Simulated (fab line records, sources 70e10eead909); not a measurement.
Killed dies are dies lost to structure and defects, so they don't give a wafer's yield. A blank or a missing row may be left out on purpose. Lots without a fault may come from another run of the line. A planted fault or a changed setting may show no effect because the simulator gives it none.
Which tool did it? | flow nand_harc | 11 lots, 33 wafers sampled, at 4 steps of a route of 1302

WHAT THE GAUGES READ, wafer by wafer
The record holds no reading of a measuring or inspecting step that can be judged against a usual standard deviation.

WHICH TOOL RAN EACH LOT (tool, then ch and the chambers of the sampled wafers, then the start)
lot  | NHARC_P_M0_DESCUM_14               | NHARC_P_M0_DEP_32               | NHARC_P_M1_SOFTBAKE_04            | NHARC_P_M1_DESCUM_14
L456 | rie_diel-08 ch 1,2, day 7 02:13    | pecvd-01 ch 0,1,2, day 7 04:58  | litho_track-06 ch 0, day 7 05:00  | rie_diel-12 ch 0,1,2, day 7 06:17
L457 | rie_diel-08 ch 1,2,3, day 7 08:04  | pecvd-04 ch 0,1,2, day 7 10:41  | litho_track-06 ch 0, day 7 11:00  | rie_diel-12 ch 0,2,3, day 7 12:07
L458 | rie_diel-08 ch 0,2,3, day 7 18:22  | pecvd-04 ch 0,1,2, day 7 20:59  | litho_track-04 ch 0, day 7 21:00  | rie_diel-10 ch 0,1,2, day 7 22:18
L460 | rie_diel-03 ch 0,3, day 9 06:29    | pecvd-01 ch 0,1, day 9 10:05    | litho_track-01 ch 0, day 9 10:00  | rie_diel-12 ch 1,2,3, day 9 11:29
L461 | rie_diel-08 ch 0,3, day 9 13:42    | pecvd-04 ch 0,1, day 9 16:22    | litho_track-06 ch 0, day 9 17:00  | rie_diel-12 ch 0,3, day 9 17:47
L462 | rie_diel-02 ch 1,2, day 9 16:28    | pecvd-02 ch 1,2, day 9 19:08    | litho_track-04 ch 0, day 9 19:00  | rie_diel-12 ch 0,3, day 9 20:32
L463 | rie_diel-08 ch 0,1,3, day 10 05:29 | pecvd-01 ch 0,1,2, day 10 08:39 | litho_track-06 ch 0, day 10 09:00 | rie_diel-10 ch 0,2,3, day 10 10:05
L465 | rie_diel-08 ch 1,2,3, day 10 22:19 | pecvd-02 ch 0,1,2, day 11 01:00 | litho_track-04 ch 0, day 11 01:00 | rie_diel-10 ch 0,2,3, day 11 02:22
L466 | rie_diel-08 ch 2,3, day 11 05:54   | pecvd-04 ch 1,2, day 11 08:31   | litho_track-04 ch 0, day 11 09:00 | rie_diel-12 ch 2,3, day 11 09:49
L473 | rie_diel-08 ch 0,2,3, day 14 06:25 | pecvd-02 ch 0,1,2, day 14 09:02 | litho_track-06 ch 0, day 14 09:00 | rie_diel-11 ch 1,2,3, day 14 10:21
L475 | rie_diel-08 ch 0,1,3, day 15 04:20 | pecvd-01 ch 0,1, day 15 06:59   | litho_track-01 ch 0, day 15 07:00 | rie_diel-10 ch 0,3, day 15 08:25
- NHARC_P_M0_DESCUM_14: chemistry O2, time 3 s.
- NHARC_P_M0_DEP_32: deposits SiCN, target thk 30 nm.
- NHARC_P_M1_SOFTBAKE_04: time 55 s.
- NHARC_P_M1_DESCUM_14: chemistry O2, time 3 s.

WHAT THE TOOLS THEMSELVES READ (means of the sampled wafers that have a number; where no wafer has one, the mark that the record gives instead)
NHARC_P_M0_DESCUM_14. Usual: chamber_pressure_mTorr 60.00 mTorr, standard deviation 0.063; drypump_motor_current_A 5.8 A, standard deviation 0.35; oes_product_au 0.996 a.u., standard deviation 0.01; rf_vpp_V 57.7 V, standard deviation 0.85; showerhead_plenum_p_Torr 1.89 Torr, standard deviation 0.048; throttle_valve_pct 11.311 %, standard deviation 0.0084.
lot  | tool        | chamber_pressure_mTorr (mTorr) | drypump_motor_current_A (A) | oes_product_au (a.u.) | rf_vpp_V (V) | showerhead_plenum_p_Torr (Torr) | throttle_valve_pct (%) | flag
L456 | rie_diel-08 | 60.01                          | 5.9                         | 0.998                 | 58.0         | 1.89                            | 11.320                 |
L457 | rie_diel-08 | 60.03                          | 6.0                         | 1.003                 | 57.4         | 1.87                            | 11.311                 |
L458 | rie_diel-08 | 59.99                          | 6.0                         | 1.007                 | 58.3         | 1.88                            | 11.310                 |
L460 | rie_diel-03 | 60.05                          | 5.4                         | 0.992                 | 57.8         | 1.91                            | 11.318                 |
L461 | rie_diel-08 | 59.96                          | 6.1                         | 0.998                 | 57.3         | 1.87                            | 11.314                 |
L462 | rie_diel-02 | 60.03                          | 5.8                         | 0.985                 | 57.8         | 1.82                            | 11.305                 |
L463 | rie_diel-08 | 59.94                          | 5.9                         | 0.997                 | 57.4         | 1.87                            | 11.308                 |
L465 | rie_diel-08 | 59.98                          | 6.0                         | 0.987                 | 57.7         | 1.87                            | 11.307                 |
L466 | rie_diel-08 | 59.97                          | 6.1                         | 0.998                 | 57.9         | 1.87                            | 11.308                 |
L473 | rie_diel-08 | 60.00                          | 6.0                         | 0.994                 | 57.1         | 1.87                            | 11.303                 |
L475 | rie_diel-08 | 59.97                          | 6.0                         | 0.988                 | 57.8         | 1.86                            | 11.316                 |

NHARC_P_M0_DEP_32. Usual: chamber_pressure_Torr 2.999 Torr, standard deviation 0.0066; heater_power_outer_w 330 W, standard deviation 54; heater_power_w 580 W, standard deviation 78.
lot  | tool     | chamber_pressure_Torr (Torr) | heater_power_outer_w (W) | heater_power_w (W) | flag
L456 | pecvd-01 | 3.002                        | 333                      | 615                |
L457 | pecvd-04 | 3.004                        | 358                      | 601                |
L458 | pecvd-04 | 3.002                        | 331                      | 584                |
L460 | pecvd-01 | 2.994                        | 308                      | 576                |
L461 | pecvd-04 | 2.995                        | 327                      | 566                |
L462 | pecvd-02 | 2.998                        | 311                      | 535                |
L463 | pecvd-01 | 2.993                        | 343                      | 629                |
L465 | pecvd-02 | 2.999                        | 328                      | 556                |
L466 | pecvd-04 | 2.995                        | 315                      | 544                |
L473 | pecvd-02 | 2.992                        | 344                      | 596                |
L475 | pecvd-01 | 3.001                        | 335                      | 625                |

NHARC_P_M1_SOFTBAKE_04. Usual: exhaust_pa 45.0 Pa, standard deviation 0.94; heater_power_total_W 188.44 W, standard deviation 0.14.
lot  | tool           | exhaust_pa (Pa) | heater_power_total_W (W) | flag
L456 | litho_track-06 | 45.1            | 188.35                   |
L457 | litho_track-06 | 45.3            | 188.33                   |
L458 | litho_track-04 | 45.8            | 188.43                   |
L460 | litho_track-01 | 45.7            | 188.51                   |
L461 | litho_track-06 | 44.4            | 188.43                   |
L462 | litho_track-04 | 44.2            | 188.54                   |
L463 | litho_track-06 | 45.3            | 188.57                   |
L465 | litho_track-04 | 44.8            | 188.40                   |
L466 | litho_track-04 | 44.7            | 188.57                   |
L473 | litho_track-06 | 44.4            | 189.91                   | OFF
L475 | litho_track-01 | 45.5            | 188.61                   |

NHARC_P_M1_DESCUM_14. Usual: chamber_pressure_mTorr 60.01 mTorr, standard deviation 0.053; drypump_motor_current_A 5.8 A, standard deviation 0.52; oes_product_au 1.000 a.u., standard deviation 0.012; rf_vpp_V 57.8 V, standard deviation 0.76; showerhead_plenum_p_Torr 1.90 Torr, standard deviation 0.059; throttle_valve_pct 11.311 %, standard deviation 0.0094.
lot  | tool        | chamber_pressure_mTorr (mTorr) | drypump_motor_current_A (A) | oes_product_au (a.u.) | rf_vpp_V (V) | showerhead_plenum_p_Torr (Torr) | throttle_valve_pct (%) | flag
L456 | rie_diel-12 | 60.02                          | 5.8                         | 1.009                 | 57.3         | 1.91                            | 11.312                 |
L457 | rie_diel-12 | 60.00                          | 5.9                         | 1.007                 | 58.2         | 1.92                            | 11.311                 |
L458 | rie_diel-10 | 60.04                          | 5.4                         | 0.996                 | 58.2         | 1.93                            | 11.317                 |
L460 | rie_diel-12 | 59.98                          | 6.3                         | 1.009                 | 57.8         | 1.89                            | 11.313                 |
L461 | rie_diel-12 | 59.97                          | 6.0                         | 1.020                 | 57.8         | 1.95                            | 11.316                 |
L462 | rie_diel-12 | 60.01                          | 5.5                         | 1.000                 | 57.9         | 1.97                            | 11.309                 |
L463 | rie_diel-10 | 59.99                          | 5.7                         | 0.995                 | 57.9         | 1.91                            | 11.303                 |
L465 | rie_diel-10 | 60.03                          | 5.7                         | 0.995                 | 58.0         | 1.91                            | 11.307                 |
L466 | rie_diel-12 | 59.99                          | 6.3                         | 0.999                 | 56.7         | 1.87                            | 11.314                 |
L473 | rie_diel-11 | 59.97                          | 5.6                         | 0.996                 | 58.3         | 1.82                            | 11.310                 |
L475 | rie_diel-10 | 60.03                          | 5.9                         | 0.993                 | 58.1         | 1.86                            | 11.311                 |

THE ANSWER, worked out from the rows above alone
Rule: a lot is off if the mean of its wafers that have a number lies more than 3 standard deviations from the usual mean. A lot without any number at a reading at which 4 lots or more have one is off too. The other lots that the step has rows for count as sound. The gauges are gone through in route order, then the tools' own readings, and for those a lot's mean is taken as printed above. The first step at which some lot is off is used, and at that step the reading that is off furthest; a lot without a number counts as furthest.
Off: L473, at NHARC_P_M1_SOFTBAKE_04 (heater_power_total_W).
A tool fits if, at that step or a process step before it, it ran every lot that is off, and no sound lot after the first of them. Can't be told from this: 2 tools fit, pecvd-02 at NHARC_P_M0_DEP_32, litho_track-06 at NHARC_P_M1_SOFTBAKE_04.

WHAT THE SIMULATOR HAD PUT IN
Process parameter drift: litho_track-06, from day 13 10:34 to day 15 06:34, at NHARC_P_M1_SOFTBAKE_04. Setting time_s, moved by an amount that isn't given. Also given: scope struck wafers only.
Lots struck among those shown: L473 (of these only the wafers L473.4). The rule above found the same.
